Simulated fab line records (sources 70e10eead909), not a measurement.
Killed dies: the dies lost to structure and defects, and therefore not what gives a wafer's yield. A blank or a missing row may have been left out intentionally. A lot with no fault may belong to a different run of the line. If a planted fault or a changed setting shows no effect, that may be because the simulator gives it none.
Which of the tools did it? || flow nand harc || 37 wafers from 13 lots sampled at 5 of the route's 1159 steps

WHAT THE GAUGES READ, wafer by wafer
NHARC_P_CONTACT_OVL_MEAS_13. Usual: overlay x nm 0.2 nm, standard deviation 0.86; overlay y nm -0.2 nm, standard deviation 0.8.
{"lot": "L493", "measured": "day 5 08:32", "on": "overlay-01", "overlay x nm (nm)": "0.8 0.0 0.2", "overlay y nm (nm)": "-0.2 -0.1 0.2", "flag": ""}
{"lot": "L494", "measured": "day 5 17:39", "on": "overlay-02", "overlay x nm (nm)": "-1.0 -1.3 -1.5", "overlay y nm (nm)": "0.7 0.3 0.8", "flag": ""}
{"lot": "L495", "measured": "day 6 01:43", "on": "overlay-01", "overlay x nm (nm)": "0.7 1.7 1.1", "overlay y nm (nm)": "-1.2 -1.2 -1.0", "flag": ""}
{"lot": "L496", "measured": "day 6 02:37", "on": "overlay-01", "overlay x nm (nm)": "1.0 1.2 0.6", "overlay y nm (nm)": "0.0 0.5 -0.3", "flag": ""}
{"lot": "L498", "measured": "day 6 15:01", "on": "overlay-01", "overlay x nm (nm)": "0.1 0.5 0.5", "overlay y nm (nm)": "0.5 -0.2 -0.7", "flag": ""}
{"lot": "L497", "measured": "day 6 16:20", "on": "overlay-02", "overlay x nm (nm)": "2.1 2.4 2.0", "overlay y nm (nm)": "-0.5 -0.6 -1.4", "flag": ""}
{"lot": "L499", "measured": "day 7 01:48", "on": "overlay-02", "overlay x nm (nm)": "-0.5 0.1 -0.1", "overlay y nm (nm)": "-0.2 0.3 -0.3", "flag": ""}
{"lot": "L500", "measured": "day 7 02:27", "on": "overlay-02", "overlay x nm (nm)": "-0.5 0.1 -0.7", "overlay y nm (nm)": "-0.9 -0.9 -1.1", "flag": ""}
{"lot": "L502", "measured": "day 7 14:05", "on": "overlay-01", "overlay x nm (nm)": "1.4 0.7 1.2", "overlay y nm (nm)": "-0.5 -0.6 -0.2", "flag": ""}
{"lot": "L503", "measured": "day 8 02:58", "on": "overlay-01", "overlay x nm (nm)": "0.1 -0.2 0.2", "overlay y nm (nm)": "0.1 0.6 0.4", "flag": ""}
{"lot": "L511", "measured": "day 9 19:34", "on": "overlay-02", "overlay x nm (nm)": "-0.3 -0.2", "overlay y nm (nm)": "0.6 0.7", "flag": ""}
{"lot": "L514", "measured": "day 10 19:16", "on": "overlay-01", "overlay x nm (nm)": "1.1 0.9", "overlay y nm (nm)": "0.3 -0.2", "flag": ""}
{"lot": "L516", "measured": "day 11 03:55", "on": "overlay-01", "overlay x nm (nm)": "1.2 1.2 1.0", "overlay y nm (nm)": "-1.6 -1.6 -1.7", "flag": ""}

NHARC_END_SORT_01. Usual: killed at array 27, standard deviation 11; killed at other 0.7, standard deviation 1.1; killed at periphery 3.4, standard deviation 2.1; killed dies 31, standard deviation 12; killed open 3.6, standard deviation 2; killed short 2.0, standard deviation 1.3.
{"lot": "L511", "measured": "day 23 07:00", "on": "prober-02", "killed at array": "29 15", "killed at other": "0 0", "killed at periphery": "648 5", "killed dies": "677 20", "killed open": "4 6", "killed short": "3 3", "flag": "OFF"}
{"lot": "L514", "measured": "day 24 05:10", "on": "prober-02", "killed at array": "32 41", "killed at other": "0 0", "killed at periphery": "0 636", "killed dies": "32 677", "killed open": "2 3", "killed short": "1 1", "flag": "OFF"}

TOOL THAT RAN EACH LOT (tool first, then ch and the chambers of the sampled wafers, then the start)
{"lot": "L493", "NHARC_P_GATE_RTA_80": "rtp anneal-01 ch 0, day 5 06:14", "NHARC_P_CONTACT_ETCH_18": "rie diel-07 ch 0,1, day 5 09:07", "NHARC_P_CONTACT_ALD_22": "ald metal-02 ch 0,2,3, day 5 10:36"}
{"lot": "L494", "NHARC_P_GATE_RTA_80": "rtp anneal-01 ch 0, day 5 15:17", "NHARC_P_CONTACT_ETCH_18": "rie diel-06 ch 0,2, day 5 18:14", "NHARC_P_CONTACT_ALD_22": "ald metal-03 ch 1,2, day 5 19:38"}
{"lot": "L495", "NHARC_P_GATE_RTA_80": "rtp anneal-02 ch 0, day 5 23:23", "NHARC_P_CONTACT_ETCH_18": "rie diel-01 ch 0,3, day 6 02:21", "NHARC_P_CONTACT_ALD_22": "ald metal-02 ch 0,2, day 6 03:43"}
{"lot": "L496", "NHARC_P_GATE_RTA_80": "rtp anneal-01 ch 0, day 6 00:13", "NHARC_P_CONTACT_ETCH_18": "rie diel-06 ch 0,3, day 6 03:12", "NHARC_P_CONTACT_ALD_22": "ald metal-01 ch 0,2,3, day 6 04:35"}
{"lot": "L498", "NHARC_P_GATE_RTA_80": "rtp anneal-01 ch 0, day 6 12:22", "NHARC_P_CONTACT_ETCH_18": "rie diel-06 ch 1,2,3, day 6 15:37", "NHARC_P_CONTACT_ALD_22": "ald metal-03 ch 0,1, day 6 16:57"}
{"lot": "L497", "NHARC_P_GATE_RTA_80": "rtp anneal-02 ch 0, day 6 14:00", "NHARC_P_CONTACT_ETCH_18": "rie diel-06 ch 1,2,3, day 6 16:54", "NHARC_P_CONTACT_ALD_22": "ald metal-02 ch 0,1,3, day 6 18:15"}
{"lot": "L499", "NHARC_P_GATE_RTA_80": "rtp anneal-01 ch 0, day 6 23:30", "NHARC_P_CONTACT_ETCH_18": "rie diel-07 ch 1,2,3, day 7 02:25", "NHARC_P_CONTACT_ALD_22": "ald metal-02 ch 1,2, day 7 03:47"}
{"lot": "L500", "NHARC_P_GATE_RTA_80": "rtp anneal-01 ch 0, day 7 00:07", "NHARC_P_CONTACT_ETCH_18": "rie diel-07 ch 0,3, day 7 03:02", "NHARC_P_CONTACT_ALD_22": "ald metal-01 ch 0,1,2, day 7 04:27"}
{"lot": "L502", "NHARC_P_GATE_RTA_80": "rtp anneal-02 ch 0, day 7 11:46", "NHARC_P_CONTACT_ETCH_18": "rie diel-06 ch 0,3, day 7 14:40", "NHARC_P_CONTACT_ALD_22": "ald metal-01 ch 0,1,3, day 7 16:04"}
{"lot": "L503", "NHARC_P_GATE_RTA_80": "rtp anneal-02 ch 0, day 8 00:28", "NHARC_P_CONTACT_ETCH_18": "rie diel-07 ch 0,1, day 8 03:32", "NHARC_P_CONTACT_ALD_22": "ald metal-03 ch 0,1,2, day 8 04:56"}
{"lot": "L511", "NHARC_P_GATE_RTA_80": "rtp anneal-01 ch 0, day 9 17:17", "NHARC_P_CONTACT_ETCH_18": "rie diel-06 ch 2,3, day 9 20:08", "NHARC_P_CONTACT_ALD_22": "ald metal-03 ch 1,3, day 9 21:31"}
{"lot": "L514", "NHARC_P_GATE_RTA_80": "rtp anneal-01 ch 0, day 10 16:42", "NHARC_P_CONTACT_ETCH_18": "rie diel-06 ch 0,3, day 10 19:52", "NHARC_P_CONTACT_ALD_22": "ald metal-02 ch 0,2, day 10 21:13"}
{"lot": "L516", "NHARC_P_GATE_RTA_80": "rtp anneal-01 ch 0, day 11 01:35", "NHARC_P_CONTACT_ETCH_18": "rie diel-07 ch 2,3, day 11 04:31", "NHARC_P_CONTACT_ALD_22": "ald metal-01 ch 0,2,3, day 11 05:52"}
- NHARC_P_GATE_RTA_80: time 30 s.
- NHARC_P_CONTACT_ETCH_18: etches the open film in C4F8/O2/Ar, target depth 481 nm, time 240.5 s.
- NHARC_P_CONTACT_ALD_22: deposits TiN, target thk 3 nm, pulse time 1 s, ald cycles 150.

AS READ BY THE TOOLS THEMSELVES (means over the sampled wafers that have a number; for cases with no such wafer, the mark the record gives instead)
NHARC_P_GATE_RTA_80. Usual: lamp power pct 1.98 %, standard deviation 0.091; lamp_zone_4_pct 1.98 %, standard deviation 0.091; lamp_zone_5_pct 1.98 %, standard deviation 0.091; lamp_zone_7_pct 2.08 %, standard deviation 0.095; wafer_temp_C_max 302.0, standard deviation 0.41.
{"lot": "L493", "tool": "rtp anneal-01", "lamp power pct (%)": 2.05, "lamp_zone_4_pct (%)": 2.06, "lamp_zone_5_pct (%)": 2.06, "lamp_zone_7_pct (%)": 2.15, "wafer_temp_C_max": 302.0, "flag": ""}
{"lot": "L494", "tool": "rtp anneal-01", "lamp power pct (%)": 2.05, "lamp_zone_4_pct (%)": 2.05, "lamp_zone_5_pct (%)": 2.05, "lamp_zone_7_pct (%)": 2.15, "wafer_temp_C_max": 302.0, "flag": ""}
{"lot": "L495", "tool": "rtp anneal-02", "lamp power pct (%)": 1.87, "lamp_zone_4_pct (%)": 1.87, "lamp_zone_5_pct (%)": 1.87, "lamp_zone_7_pct (%)": 1.96, "wafer_temp_C_max": 302.0, "flag": ""}
{"lot": "L496", "tool": "rtp anneal-01", "lamp power pct (%)": 2.05, "lamp_zone_4_pct (%)": 2.05, "lamp_zone_5_pct (%)": 2.05, "lamp_zone_7_pct (%)": 2.15, "wafer_temp_C_max": 302.0, "flag": ""}
{"lot": "L498", "tool": "rtp anneal-01", "lamp power pct (%)": 2.05, "lamp_zone_4_pct (%)": 2.05, "lamp_zone_5_pct (%)": 2.05, "lamp_zone_7_pct (%)": 2.15, "wafer_temp_C_max": 302.2, "flag": ""}
{"lot": "L497", "tool": "rtp anneal-02", "lamp power pct (%)": 1.86, "lamp_zone_4_pct (%)": 1.86, "lamp_zone_5_pct (%)": 1.87, "lamp_zone_7_pct (%)": 1.96, "wafer_temp_C_max": 301.9, "flag": ""}
{"lot": "L499", "tool": "rtp anneal-01", "lamp power pct (%)": 2.05, "lamp_zone_4_pct (%)": 2.05, "lamp_zone_5_pct (%)": 2.05, "lamp_zone_7_pct (%)": 2.15, "wafer_temp_C_max": 301.7, "flag": ""}
{"lot": "L500", "tool": "rtp anneal-01", "lamp power pct (%)": 2.05, "lamp_zone_4_pct (%)": 2.05, "lamp_zone_5_pct (%)": 2.05, "lamp_zone_7_pct (%)": 2.15, "wafer_temp_C_max": 302.8, "flag": ""}
{"lot": "L502", "tool": "rtp anneal-02", "lamp power pct (%)": 1.87, "lamp_zone_4_pct (%)": 1.87, "lamp_zone_5_pct (%)": 1.86, "lamp_zone_7_pct (%)": 1.96, "wafer_temp_C_max": 302.0, "flag": ""}
{"lot": "L503", "tool": "rtp anneal-02", "lamp power pct (%)": 1.86, "lamp_zone_4_pct (%)": 1.86, "lamp_zone_5_pct (%)": 1.87, "lamp_zone_7_pct (%)": 1.96, "wafer_temp_C_max": 301.5, "flag": ""}
{"lot": "L511", "tool": "rtp anneal-01", "lamp power pct (%)": 2.05, "lamp_zone_4_pct (%)": 2.05, "lamp_zone_5_pct (%)": 2.06, "lamp_zone_7_pct (%)": 2.16, "wafer_temp_C_max": 302.3, "flag": ""}
{"lot": "L514", "tool": "rtp anneal-01", "lamp power pct (%)": 2.05, "lamp_zone_4_pct (%)": 2.05, "lamp_zone_5_pct (%)": 2.05, "lamp_zone_7_pct (%)": 2.16, "wafer_temp_C_max": 301.8, "flag": ""}
{"lot": "L516", "tool": "rtp anneal-01", "lamp power pct (%)": 2.05, "lamp_zone_4_pct (%)": 2.05, "lamp_zone_5_pct (%)": 2.05, "lamp_zone_7_pct (%)": 2.15, "wafer_temp_C_max": 302.9, "flag": ""}

NHARC_P_CONTACT_ETCH_18. Usual: oes product au 0.954 a.u., standard deviation 0.02; rf vpp V 978 V, standard deviation 6.8; run length s 261.7 s, standard deviation 0.48.
{"lot": "L493", "tool": "rie diel-07", "oes product au (a.u.)": 0.962, "rf vpp V (V)": 974, "run length s (s)": 261.9, "flag": ""}
{"lot": "L494", "tool": "rie diel-06", "oes product au (a.u.)": 0.961, "rf vpp V (V)": 984, "run length s (s)": 262.0, "flag": ""}
{"lot": "L495", "tool": "rie diel-01", "oes product au (a.u.)": 0.936, "rf vpp V (V)": 974, "run length s (s)": 261.8, "flag": ""}
{"lot": "L496", "tool": "rie diel-06", "oes product au (a.u.)": 0.922, "rf vpp V (V)": 976, "run length s (s)": 260.9, "flag": ""}
{"lot": "L498", "tool": "rie diel-06", "oes product au (a.u.)": 0.972, "rf vpp V (V)": 982, "run length s (s)": 261.6, "flag": ""}
{"lot": "L497", "tool": "rie diel-06", "oes product au (a.u.)": 0.968, "rf vpp V (V)": 981, "run length s (s)": 261.9, "flag": ""}
{"lot": "L499", "tool": "rie diel-07", "oes product au (a.u.)": 0.974, "rf vpp V (V)": 976, "run length s (s)": 261.8, "flag": ""}
{"lot": "L500", "tool": "rie diel-07", "oes product au (a.u.)": 0.943, "rf vpp V (V)": 982, "run length s (s)": 261.8, "flag": ""}
{"lot": "L502", "tool": "rie diel-06", "oes product au (a.u.)": 0.940, "rf vpp V (V)": 974, "run length s (s)": 261.4, "flag": ""}
{"lot": "L503", "tool": "rie diel-07", "oes product au (a.u.)": 0.965, "rf vpp V (V)": 973, "run length s (s)": 261.5, "flag": ""}
{"lot": "L511", "tool": "rie diel-06", "oes product au (a.u.)": 0.956, "rf vpp V (V)": 978, "run length s (s)": 228.6, "flag": "OFF"}
{"lot": "L514", "tool": "rie diel-06", "oes product au (a.u.)": 0.950, "rf vpp V (V)": 974, "run length s (s)": 227.9, "flag": "OFF"}
{"lot": "L516", "tool": "rie diel-07", "oes product au (a.u.)": 0.970, "rf vpp V (V)": 975, "run length s (s)": 261.8, "flag": ""}

NHARC_P_CONTACT_ALD_22. Usual: heater power w 1054 W, standard deviation 160; precursor pulse height rel 1.000, standard deviation 0.02.
{"lot": "L493", "tool": "ald metal-02", "heater power w (W)": 962, "precursor pulse height rel": 0.986, "flag": ""}
{"lot": "L494", "tool": "ald metal-03", "heater power w (W)": 1107, "precursor pulse height rel": 1.025, "flag": ""}
{"lot": "L495", "tool": "ald metal-02", "heater power w (W)": 1017, "precursor pulse height rel": 1.005, "flag": ""}
{"lot": "L496", "tool": "ald metal-01", "heater power w (W)": 964, "precursor pulse height rel": 0.996, "flag": ""}
{"lot": "L498", "tool": "ald metal-03", "heater power w (W)": 1328, "precursor pulse height rel": 0.989, "flag": ""}
{"lot": "L497", "tool": "ald metal-02", "heater power w (W)": 986, "precursor pulse height rel": 1.015, "flag": ""}
{"lot": "L499", "tool": "ald metal-02", "heater power w (W)": 1166, "precursor pulse height rel": 1.002, "flag": ""}
{"lot": "L500", "tool": "ald metal-01", "heater power w (W)": 1007, "precursor pulse height rel": 1.008, "flag": ""}
{"lot": "L502", "tool": "ald metal-01", "heater power w (W)": 992, "precursor pulse height rel": 0.992, "flag": ""}
{"lot": "L503", "tool": "ald metal-03", "heater power w (W)": 1199, "precursor pulse height rel": 1.006, "flag": ""}
{"lot": "L511", "tool": "ald metal-03", "heater power w (W)": 1234, "precursor pulse height rel": 0.984, "flag": ""}
{"lot": "L514", "tool": "ald metal-02", "heater power w (W)": 988, "precursor pulse height rel": 0.990, "flag": ""}
{"lot": "L516", "tool": "ald metal-01", "heater power w (W)": 955, "precursor pulse height rel": 0.997, "flag": ""}

THE ANSWER, worked out from the rows above alone
Rule: a lot is off if the mean of its wafers that have a number lies more than 3 standard deviations from the usual mean. Also off: a lot with no number at a reading for which 4 or more lots have one. Where the step has rows for the other lots, those lots are counted as sound. Order of review: gauges by route order, followed by the tools' own readings, for which a lot's mean as printed above is used. The first step at which some lot is off is used, and at that step the reading that is off furthest; a lot without a number counts as furthest.
Off, at NHARC_END_SORT_01 on killed at periphery: L511, L514. Neither off nor sound, because the step has no rows for them: L493, L494, L495, L496, L498, L497, L499, L500, L502, L503, L516.
If a tool, at a process step before that reading, ran all the lots that are off and no sound lot after the first of them, it fits. The gauges at NHARC_END_SORT_01 aren't tried: what is off there is off at NHARC_P_CONTACT_ETCH_18 too, on other tools, and a gauge's error can't cause that. 2 tools fit, rtp anneal-01 at NHARC_P_GATE_RTA_80 and rie diel-06 at NHARC_P_CONTACT_ETCH_18, so this cannot tell which one it is.

WHAT THE SIMULATOR PUT IN
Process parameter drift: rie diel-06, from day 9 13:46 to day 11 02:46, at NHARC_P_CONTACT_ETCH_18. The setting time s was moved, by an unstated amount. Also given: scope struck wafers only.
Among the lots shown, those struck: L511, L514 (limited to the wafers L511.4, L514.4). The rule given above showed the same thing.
